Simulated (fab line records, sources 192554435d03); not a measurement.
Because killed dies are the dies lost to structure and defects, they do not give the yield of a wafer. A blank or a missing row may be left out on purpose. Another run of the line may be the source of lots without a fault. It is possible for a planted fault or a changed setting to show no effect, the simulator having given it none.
Chamber matching -- flow n5_finfet -- N5_BEOL_M9_CMP_52 on cmp-03 has 4 sister chambers
The step polishes, stops on SiCOH lowk, t overpolish 7 s, target thk 140 nm. 24 wafers are shown with their chamber, then 12 later ones without.

## WAFERS PAIRED WITH THEIR CHAMBERS
wafer,chamber,motor_current_A (A),time_to_endpoint_s (s),barrier_field_endpoint_s (s)
L074.1,1,5.7,68,29.1
L074.2,2,6.0,72,29.9
L074.3,0,6.7,68,29.1
L080.1,3,5.9,62,28.4
L080.3,2,6.5,75,31.3
L080.5,0,6.5,70,31.1
L082.1,2,6.1,71,29.0
L082.4,0,6.3,64,28.0
L082.5,0,6.4,66,29.2
L085.1,2,6.1,75,29.5
L085.2,3,5.6,63,27.8
L085.4,0,6.5,69,28.8
L084.1,1,5.5,64,28.0
L084.3,0,6.7,67,29.1
L084.6,1,5.8,65,28.8
L087.1,1,5.5,62,28.2
L087.2,0,6.5,67,29.3
L087.3,2,6.1,74,29.7
L086.2,1,5.8,63,29.3
L086.5,0,6.2,66,30.0
L086.6,3,5.8,57,28.3
L088.1,1,5.8,68,28.7
L088.4,0,6.5,68,29.7
L088.5,1,5.5,68,28.3

SIGNATURES, as means of the wafers listed above
reading,chamber 0,chamber 1,chamber 2,chamber 3,scatter within a chamber
motor_current_A,6.478,5.657,6.160,5.767,0.166
time_to_endpoint_s,67.22,65.43,73.40,60.67,2.23
barrier_field_endpoint_s,29.367,28.629,29.880,28.167,0.723
Rule: a wafer's distance from a chamber is the root of the sum, over the readings, of the square of ((its reading less the chamber's mean) divided by the reading's scatter). If the next closest chamber is less than 2 further off than the closest, the wafer can't be placed; otherwise it belongs to the closest. How the scatter is found: for the shown wafers, subtract from each reading the mean of its chamber, square and add these, divide the total by (wafers less chambers), then take the root.

## WAFERS WHOSE CHAMBER IS MISSING
wafer,motor_current_A (A),time_to_endpoint_s (s),barrier_field_endpoint_s (s)
L092.1,5.4,62,28.4
L092.3,6.0,59,27.7
L092.6,5.8,62,28.6
L095.1,6.3,71,30.5
L095.4,6.6,66,29.2
L095.5,6.7,67,29.2
L096.1,5.7,65,28.6
L096.5,5.6,61,28.1
L096.6,6.2,68,28.8
L097.2,5.6,66,28.0
L097.3,6.2,75,30.1
L097.6,6.5,72,29.3

## EACH ONE'S CHAMBER
wafer,from the rows above,in truth
L092.1,can't be placed: 1 or 3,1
L092.3,3,3
L092.6,can't be placed: 3 or 1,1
L095.1,can't be placed: 2 or 0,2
L095.4,0,0
L095.5,0,0
L096.1,can't be placed: 1 or 3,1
L096.5,can't be placed: 3 or 1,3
L096.6,can't be placed: 0 or 2 or 1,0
L097.2,can't be placed: 1 or 3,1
L097.3,2,2
L097.6,can't be placed: 0 or 2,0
4 of 12 placed correctly. Cannot be placed on the basis of these rows: 8; the candidates contain the true chamber in 8. Wrongly placed: 0.
